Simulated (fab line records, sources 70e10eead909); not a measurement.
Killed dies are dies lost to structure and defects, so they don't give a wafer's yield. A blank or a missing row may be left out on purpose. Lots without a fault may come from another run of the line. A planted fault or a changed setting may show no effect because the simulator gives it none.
Chamber matching | flow nand_harc | NHARC_A_BONDPAD_DESCUM_11 on rie_diel-13: 4 sister chambers
The step chemistry O2, time 3 s. 8 wafers are shown with their chamber, then 7 later ones without.

WAFERS WITH THEIR CHAMBER
wafer  | chamber | drypump_motor_current_A (A) | oes_product_au (a.u.)
L937.3 | 3       | 5.77                        | 0.995
L935.2 | 2       | 5.67                        | 1.001
L935.4 | 3       | 5.78                        | 0.994
L938.2 | 1       | 5.15                        | 0.986
L938.4 | 0       | 5.63                        | 1.003
L938.5 | 0       | 5.64                        | 0.999
L943.1 | 2       | 5.69                        | 1.013
L943.4 | 1       | 5.15                        | 0.997

WAFERS WITHOUT THEIR CHAMBER
wafer  | drypump_motor_current_A (A) | oes_product_au (a.u.)
L943.5 | 5.79                        | 0.989
L946.1 | 5.76                        | 0.993
L946.2 | 5.62                        | 1.005
L946.5 | 5.77                        | 1.006
L950.3 | 5.62                        | 0.993
L950.5 | 5.13                        | 0.993
L950.6 | 5.68                        | 0.997

WHICH CHAMBER EACH WENT THROUGH
wafer  | from the rows above | in truth
L943.5 | 3                   | 3
L946.1 | 3                   | 3
L946.2 | 0                   | 0
L946.5 | 3                   | 3
L950.3 | 0                   | 0
L950.5 | 1                   | 1
L950.6 | 2                   | 2
Placed correctly: 7 of 7. Can't be placed from these rows: 0. Placed wrongly: 0.
How it was worked out, from the rows above alone: a wafer's distance from a chamber is the root of the sum, over the readings, of the square of ((its reading less the chamber's mean) divided by the reading's scatter). The wafer belongs to the nearest chamber; if the next one is less than 2 further off, it can't be placed. A chamber's mean is the mean of its shown wafers. The scatter: the root of (the sum of the squares of (reading less its chamber's mean) over the shown wafers, divided by (wafers less chambers)).
